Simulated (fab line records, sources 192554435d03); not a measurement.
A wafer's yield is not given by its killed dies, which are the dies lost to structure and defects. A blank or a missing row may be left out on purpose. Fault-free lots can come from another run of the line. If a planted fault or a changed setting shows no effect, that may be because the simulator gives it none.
The tool behind it: which one? -- flow n5 finfet -- Sampling: 24 lots, 72 wafers, 6 of 1938 route steps

## WHAT THE GAUGES READ, wafer by wafer
N5_BEOL_M10_OVL_MEAS_29.
lot,measured,on,V9_OVL (nm)
L074,day 10 02:56,overlay-01,-0.5 -0.4 0.9
L076,day 10 22:07,overlay-01,-1.9 -0.8 -1.2
L077,day 10 21:56,overlay-02,0.2 -0.4 -0.8
L075,day 11 09:47,overlay-01,-0.7 0.1 0.6
L078,day 11 13:40,overlay-02,-0.3 -0.7 -0.7
L080,day 12 14:32,overlay-01,0.8 0.2 -0.7
L079,day 12 16:29,overlay-02,-0.3 -0.8 -1.3
L082,day 12 16:04,overlay-02,-0.9 -1.3 0.3
L081,day 12 19:01,overlay-01,-1.1 -0.4 -1.3
L083,day 12 21:52,overlay-01,0.6 -1.2 -1.2
L085,day 13 19:47,overlay-01,0.5 0.1 -0.9
L084,day 13 19:58,overlay-02,0.4 -0.8 -0.3
L088,day 14 03:11,overlay-01,0.0 1.2 -1.4
L087,day 14 03:01,overlay-02,-0.1 -0.4 -0.4
L089,day 14 06:38,overlay-01,0.1 -0.3 0.5
L086,day 14 06:47,overlay-02,-0.6 0.6 0.7
L090,day 14 13:29,overlay-02,-0.4 -1.5 -1.9
L091,day 14 20:55,overlay-01,0.1 -0.2 -0.2
L092,day 15 05:32,overlay-02,0.3 -0.7 -0.5
L093,day 15 21:29,overlay-02,1.1 -0.7 -1.3
L095,day 16 09:58,overlay-02,0.5 -0.2 0.4
L094,day 16 10:47,overlay-02,0.5 0.5 0.3
L096,day 16 14:08,overlay-01,0.5 -0.1 -0.3
L097,day 17 09:52,overlay-01,-0.3 -0.5 -0.2

## WHICH TOOL RAN EACH LOT (tool, then ch and the chambers of the sampled wafers, then the start)
lot,N5_BEOL_M9_PRE_CLEAN_45,N5_BEOL_M9_ANNEAL_51,N5_BEOL_M9_CMP_52,N5_BEOL_M10_CURE_71,N5_BEOL_M10_HM_DEP_02
L074,"pvd sputter-03, day 9 19:48","rtp anneal-02 ch 0, day 9 21:09","cmp-03 ch 0,3, day 9 21:27","uv cure-01 ch 1, day 9 23:56","pvd sputter-01, day 10 00:57"
L076,"pvd sputter-01, day 10 10:53","rtp anneal-01 ch 0, day 10 13:39","cmp-01 ch 0,1, day 10 13:58","uv cure-03 ch 2, day 10 15:08","pvd sputter-01, day 10 17:08"
L077,"pvd sputter-03, day 10 13:53","rtp anneal-01 ch 0, day 10 16:38","cmp-03 ch 0,1,2, day 10 17:26","uv cure-03 ch 0, day 10 18:00","pvd sputter-02, day 10 19:01"
L075,"pvd sputter-03, day 11 00:35","rtp anneal-01 ch 0, day 11 03:47","cmp-02 ch 1,2, day 11 04:04","uv cure-03 ch 1, day 11 04:41","pvd sputter-03, day 11 07:28"
L078,"pvd sputter-03, day 11 08:07","rtp anneal-02 ch 0, day 11 09:48","cmp-01 ch 0,1,3, day 11 10:03","uv cure-02 ch 1, day 11 10:42","pvd sputter-02, day 11 11:22"
L080,"pvd sputter-03, day 12 06:03","rtp anneal-02 ch 0, day 12 07:02","cmp-01 ch 0,2,3, day 12 07:25","uv cure-02 ch 2, day 12 07:56","pvd sputter-01, day 12 10:19"
L079,"pvd sputter-01, day 12 10:49","rtp anneal-01 ch 0, day 12 12:01","cmp-03 ch 1,3, day 12 12:19","uv cure-02 ch 1, day 12 13:02","pvd sputter-02, day 12 15:01"
L082,"pvd sputter-01, day 12 11:14","rtp anneal-01 ch 0, day 12 12:15","cmp-02 ch 0,1, day 12 12:32","uv cure-03 ch 0, day 12 13:08","pvd sputter-02, day 12 14:40"
L081,"pvd sputter-02, day 12 14:21","rtp anneal-02 ch 0, day 12 15:22","cmp-03 ch 0,1,3, day 12 16:00","uv cure-01 ch 2, day 12 16:32","pvd sputter-02, day 12 17:16"
L083,"pvd sputter-03, day 12 15:56","rtp anneal-01 ch 0, day 12 16:49","cmp-03 ch 1,2,3, day 12 17:06","uv cure-03 ch 0, day 12 17:46","pvd sputter-01, day 12 19:43"
L085,"pvd sputter-02, day 13 11:35","rtp anneal-02 ch 0, day 13 12:27","cmp-03 ch 0,1,3, day 13 12:46","uv cure-02 ch 2, day 13 13:21","pvd sputter-02, day 13 13:55"
L084,"pvd sputter-01, day 13 14:21","rtp anneal-01 ch 0, day 13 15:13","cmp-02 ch 2,3, day 13 15:31","uv cure-02 ch 1, day 13 16:18","pvd sputter-02, day 13 17:37"
L088,"pvd sputter-02, day 13 19:00","rtp anneal-02 ch 0, day 13 20:02","cmp-02 ch 0,1,3, day 13 20:17","uv cure-01 ch 0, day 13 21:16","pvd sputter-02, day 13 22:26"
L087,"pvd sputter-02, day 13 20:50","rtp anneal-02 ch 0, day 13 21:37","cmp-03 ch 0,2,3, day 13 21:56","uv cure-02 ch 1, day 13 22:53","pvd sputter-01, day 13 23:37"
L089,"pvd sputter-01, day 13 22:35","rtp anneal-02 ch 0, day 13 23:39","cmp-03 ch 0,2,3, day 13 23:58","uv cure-02 ch 2, day 14 00:34","pvd sputter-01, day 14 03:04"
L086,"pvd sputter-01, day 13 22:52","rtp anneal-02 ch 0, day 13 23:56","cmp-01 ch 0,1, day 14 00:17","uv cure-02 ch 0, day 14 01:02","pvd sputter-01, day 14 03:16"
L090,"pvd sputter-03, day 14 07:53","rtp anneal-02 ch 0, day 14 08:50","cmp-02 ch 2,3, day 14 09:02","uv cure-01 ch 1, day 14 09:46","pvd sputter-03, day 14 12:00"
L091,"pvd sputter-03, day 14 12:32","rtp anneal-02 ch 0, day 14 13:32","cmp-03 ch 1,2,3, day 14 13:52","uv cure-03 ch 1, day 14 14:28","pvd sputter-02, day 14 15:44"
L092,"pvd sputter-03, day 14 21:59","rtp anneal-02 ch 0, day 14 23:40","cmp-03 ch 0,1,3, day 14 23:57","uv cure-02 ch 0, day 15 00:37","pvd sputter-03, day 15 03:19"
L093,"pvd sputter-03, day 15 14:01","rtp anneal-01 ch 0, day 15 15:44","cmp-03 ch 0,1,2, day 15 16:01","uv cure-03 ch 2, day 15 16:42","pvd sputter-02, day 15 17:52"
L095,"pvd sputter-02, day 16 02:41","rtp anneal-02 ch 0, day 16 04:32","cmp-02 ch 0,1,2, day 16 04:52","uv cure-02 ch 0, day 16 05:46","pvd sputter-03, day 16 06:48"
L094,"pvd sputter-03, day 16 05:47","rtp anneal-01 ch 0, day 16 06:50","cmp-02 ch 0,1,3, day 16 07:11","uv cure-02 ch 1, day 16 07:47","pvd sputter-03, day 16 08:55"
L096,"pvd sputter-03, day 16 06:12","rtp anneal-01 ch 0, day 16 07:08","cmp-03 ch 0,2,3, day 16 07:31","uv cure-03 ch 0, day 16 08:03","pvd sputter-01, day 16 10:04"
L097,"pvd sputter-03, day 17 02:08","rtp anneal-02 ch 0, day 17 03:48","cmp-03 ch 0,1, day 17 04:01","uv cure-02 ch 1, day 17 04:44","pvd sputter-03, day 17 07:21"
- N5_BEOL_M9_PRE_CLEAN_45: time 30 s.
- N5_BEOL_M9_ANNEAL_51: time 90 s.
- N5_BEOL_M9_CMP_52: polishes, stops on SiCOH lowk, t overpolish 7 s, target thk 140 nm.
- N5_BEOL_M10_CURE_71: cures SiCOH lowk, time 240 s.
- N5_BEOL_M10_HM_DEP_02: deposits TiN, target thk 20 nm.

## WHAT THE TOOLS THEMSELVES READ (means of the sampled wafers that have a number; where no wafer has one, the mark that the record gives instead)
N5_BEOL_M9_PRE_CLEAN_45.
lot,tool,heater power w (W)
L074,pvd sputter-03,312
L076,pvd sputter-01,340
L077,pvd sputter-03,314
L075,pvd sputter-03,309
L078,pvd sputter-03,310
L080,pvd sputter-03,305
L079,pvd sputter-01,345
L082,pvd sputter-01,360
L081,pvd sputter-02,320
L083,pvd sputter-03,309
L085,pvd sputter-02,306
L084,pvd sputter-01,338
L088,pvd sputter-02,341
L087,pvd sputter-02,341
L089,pvd sputter-01,344
L086,pvd sputter-01,360
L090,pvd sputter-03,308
L091,pvd sputter-03,298
L092,pvd sputter-03,306
L093,pvd sputter-03,310
L095,pvd sputter-02,294
L094,pvd sputter-03,309
L096,pvd sputter-03,292
L097,pvd sputter-03,314

N5_BEOL_M9_ANNEAL_51.
lot,tool,wafer_temp_C_max
L074,rtp anneal-02,225.6
L076,rtp anneal-01,225.9
L077,rtp anneal-01,226.4
L075,rtp anneal-01,226.1
L078,rtp anneal-02,225.6
L080,rtp anneal-02,225.7
L079,rtp anneal-01,226.2
L082,rtp anneal-01,226.3
L081,rtp anneal-02,225.4
L083,rtp anneal-01,226.4
L085,rtp anneal-02,225.7
L084,rtp anneal-01,226.4
L088,rtp anneal-02,225.8
L087,rtp anneal-02,225.6
L089,rtp anneal-02,225.9
L086,rtp anneal-02,225.8
L090,rtp anneal-02,226.0
L091,rtp anneal-02,225.9
L092,rtp anneal-02,225.8
L093,rtp anneal-01,226.0
L095,rtp anneal-02,225.6
L094,rtp anneal-01,226.3
L096,rtp anneal-01,226.2
L097,rtp anneal-02,225.7

N5_BEOL_M9_CMP_52.
lot,tool,barrier field endpoint s (s),motor current A (A),overpolish run s (s),time to endpoint s (s)
L074,cmp-03,29.3,5.5,6.996,66
L076,cmp-01,30.1,6.5,7.000,68
L077,cmp-03,29.9,6.2,7.000,68
L075,cmp-02,28.9,6.2,6.998,65
L078,cmp-01,28.9,6.2,6.998,67
L080,cmp-01,28.8,5.7,6.997,64
L079,cmp-03,29.6,5.8,6.996,69
L082,cmp-02,29.6,7.0,7.003,72
L081,cmp-03,28.7,5.7,7.005,66
L083,cmp-03,29.8,6.0,7.003,68
L085,cmp-03,29.7,5.7,7.002,67
L084,cmp-02,30.1,5.9,7.002,68
L088,cmp-02,29.2,6.8,7.004,69
L087,cmp-03,28.7,5.8,6.999,63
L089,cmp-03,28.7,5.8,7.001,63
L086,cmp-01,30.3,6.4,7.001,73
L090,cmp-02,29.6,5.9,7.006,67
L091,cmp-03,28.5,5.7,6.997,65
L092,cmp-03,28.0,6.0,7.003,64
L093,cmp-03,29.0,6.0,6.996,64
L095,cmp-02,29.7,6.7,6.989,67
L094,cmp-02,30.1,6.6,7.008,71
L096,cmp-03,29.1,5.8,6.996,65
L097,cmp-03,28.6,6.3,7.000,67

N5_BEOL_M10_CURE_71.
lot,tool,lamp power pct (%),wafer_temp_C_max
L074,uv cure-01,52.31,386.1
L076,uv cure-03,52.33,386.5
L077,uv cure-03,52.30,386.9
L075,uv cure-03,52.30,387.3
L078,uv cure-02,52.30,386.4
L080,uv cure-02,52.27,386.1
L079,uv cure-02,52.33,386.4
L082,uv cure-03,52.28,386.4
L081,uv cure-01,52.36,386.7
L083,uv cure-03,52.30,386.4
L085,uv cure-02,52.36,386.1
L084,uv cure-02,52.37,386.4
L088,uv cure-01,52.28,386.7
L087,uv cure-02,52.35,386.5
L089,uv cure-02,52.30,386.1
L086,uv cure-02,52.30,387.1
L090,uv cure-01,52.37,386.0
L091,uv cure-03,52.27,387.1
L092,uv cure-02,52.23,387.2
L093,uv cure-03,52.35,386.0
L095,uv cure-02,52.32,387.3
L094,uv cure-02,52.33,386.4
L096,uv cure-03,52.29,386.9
L097,uv cure-02,52.35,386.5

N5_BEOL_M10_HM_DEP_02.
lot,tool,substrate temp c (C),throttle valve pct (%)
L074,pvd sputter-01,24.90,30.1
L076,pvd sputter-01,24.94,29.0
L077,pvd sputter-02,24.89,30.9
L075,pvd sputter-03,24.98,29.5
L078,pvd sputter-02,24.94,30.4
L080,pvd sputter-01,25.04,29.0
L079,pvd sputter-02,25.08,29.5
L082,pvd sputter-02,24.86,29.3
L081,pvd sputter-02,25.06,30.1
L083,pvd sputter-01,25.01,29.1
L085,pvd sputter-02,25.01,30.3
L084,pvd sputter-02,25.11,30.2
L088,pvd sputter-02,24.99,30.1
L087,pvd sputter-01,25.06,29.0
L089,pvd sputter-01,25.04,30.1
L086,pvd sputter-01,24.97,30.1
L090,pvd sputter-03,25.05,29.2
L091,pvd sputter-02,25.07,30.9
L092,pvd sputter-03,25.03,30.0
L093,pvd sputter-02,25.07,30.1
L095,pvd sputter-03,24.97,30.5
L094,pvd sputter-03,24.88,29.3
L096,pvd sputter-01,25.05,29.1
L097,pvd sputter-03,24.97,29.5

## THE ANSWER, worked out from the rows above alone
Rule: usual is defined by the lots themselves. The widest of any qualifying gaps counts: lots, ordered by their means at a reading, are off when they make up no more than a third of the lots, leave a main group of 4 or more, and stand apart from it by 3 or more times the standard deviation of that group's means. A main group is skipped when, at the precision printed for the reading in the tables above, its means are all equal. Also off: a lot with no number at a reading for which 4 or more lots have one. All remaining lots with rows at the step are treated as sound. The gauges are gone through in route order, then the tools' own readings, and for those a lot's mean is taken as printed above. The first step at which some lot is off is used, and at that step the reading that is off furthest; a lot without a number counts as furthest.
Across all readings shown, no lot is off: no conclusion can be drawn from this.

## WHAT THE SIMULATOR HAD INSERTED
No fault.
